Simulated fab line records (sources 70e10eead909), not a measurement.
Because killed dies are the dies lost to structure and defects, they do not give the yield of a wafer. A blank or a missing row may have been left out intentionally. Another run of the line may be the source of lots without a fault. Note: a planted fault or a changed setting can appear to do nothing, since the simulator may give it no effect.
Matching of chambers / flow nand-harc / 4 sister chambers for NHARC_A_STAIRCASE_CMP_472 on cmp-03
The step polishes SiO2. 4 wafers are shown with their chamber, then 10 later ones without.

WAFERS PAIRED WITH THEIR CHAMBERS
wafer=L087.5; chamber=2; motor-current-A (A)=11.2
wafer=L089.4; chamber=1; motor-current-A (A)=11.4
wafer=L089.6; chamber=0; motor-current-A (A)=10.8
wafer=L091.5; chamber=3; motor-current-A (A)=13.5

WAFERS WITHOUT THEIR CHAMBER
wafer=L091.6; motor-current-A (A)=10.5
wafer=L090.1; motor-current-A (A)=10.3
wafer=L090.3; motor-current-A (A)=12.1
wafer=L090.5; motor-current-A (A)=11.2
wafer=L092.2; motor-current-A (A)=10.5
wafer=L092.5; motor-current-A (A)=11.8
wafer=L092.6; motor-current-A (A)=10.3
wafer=L095.1; motor-current-A (A)=12.1
wafer=L095.2; motor-current-A (A)=11.2
wafer=L095.4; motor-current-A (A)=11.0

WHICH CHAMBER EACH ONE RAN IN
wafer=L091.6; from the rows above=can't be placed: 0 or 2 or 1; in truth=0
wafer=L090.1; from the rows above=can't be placed: 0 or 2 or 1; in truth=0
wafer=L090.3; from the rows above=can't be placed: 1 or 2 or 0 or 3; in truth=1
wafer=L090.5; from the rows above=can't be placed: 2 or 1 or 0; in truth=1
wafer=L092.2; from the rows above=can't be placed: 0 or 2 or 1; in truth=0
wafer=L092.5; from the rows above=can't be placed: 1 or 2 or 0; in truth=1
wafer=L092.6; from the rows above=can't be placed: 0 or 2 or 1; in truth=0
wafer=L095.1; from the rows above=can't be placed: 1 or 2 or 0 or 3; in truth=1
wafer=L095.2; from the rows above=can't be placed: 2 or 1 or 0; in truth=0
wafer=L095.4; from the rows above=can't be placed: 0 or 2 or 1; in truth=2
Correct placement for 0 of the 10. Can't be placed from these rows: 10 (the true chamber is among the candidates in 10). Wrongly placed: 0.
How it was worked out, from the rows above alone: a wafer's distance from a chamber is the root of the sum, over the readings, of the square of ((its reading less the chamber's mean) divided by the reading's scatter). If the next closest chamber is less than 2 further off than the closest, the wafer can't be placed; otherwise it belongs to the closest. A chamber's mean is the mean of its shown wafers. The scatter: root of mean squared gap, hidden wafer to nearest shown wafer, with one shown wafer a chamber.
